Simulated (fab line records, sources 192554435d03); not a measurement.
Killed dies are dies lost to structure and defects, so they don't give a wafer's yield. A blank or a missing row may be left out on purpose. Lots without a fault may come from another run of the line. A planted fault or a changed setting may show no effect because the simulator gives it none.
One fault seen from 2 desks | flow n5_finfet | each desk has only its own numbers; what lay behind them comes last

THE TOOL OWNER'S DESK: ald_metal-03
The tool's own readings at N5_BEOL_M8_ALD_77 (deposits TaN, target thk 2 nm, pulse time 2 s, purge time 3 s): means of the sampled wafers that have a number, for each lot that ran on this tool. A lot is out of limits, marked OUT, if its mean lies more than 4 standard deviations from the usual mean; the brackets give that distance.
Columns: A = heater_power_w at N5_BEOL_M8_ALD_77, usual 432 W
lot  | first seen here | A
L533 | day 10 05:51    | 448
L542 | day 12 19:42    | 472
L543 | day 13 17:51    | 475
L546 | day 14 00:55    | 435
This desk's finding: nothing out of limits on any of the 4 lots.

THE DEFECT DESK
What the inspections along the route counted, lot by lot: means of the sampled wafers that have a number. A lot is out of limits, marked OUT, if its mean lies more than 4 standard deviations from the usual mean; the brackets give that distance.
Columns: A = raw_defect_count at N5_BEOL_M9_INSPECT_13, usual 434
lot  | first seen here | A
L531 | day 10 01:38    | 276
L532 | day 10 08:47    | 476
L533 | day 10 09:58    | 388
L536 | day 11 07:29    | 498
L540 | day 12 22:04    | 353
L542 | day 12 23:51    | 522
L544 | day 13 21:39    | 743
L543 | day 13 21:45    | 604
L546 | day 14 06:31    | 301
L550 | day 15 18:09    | 515
L552 | day 16 15:34    | 281
This desk's finding: nothing out of limits on any of the 11 lots.

PUT TOGETHER
The tool owner's desk saw nothing out of limits.
The defect desk saw nothing out of limits.

WHAT THE SIMULATOR HAD PUT IN
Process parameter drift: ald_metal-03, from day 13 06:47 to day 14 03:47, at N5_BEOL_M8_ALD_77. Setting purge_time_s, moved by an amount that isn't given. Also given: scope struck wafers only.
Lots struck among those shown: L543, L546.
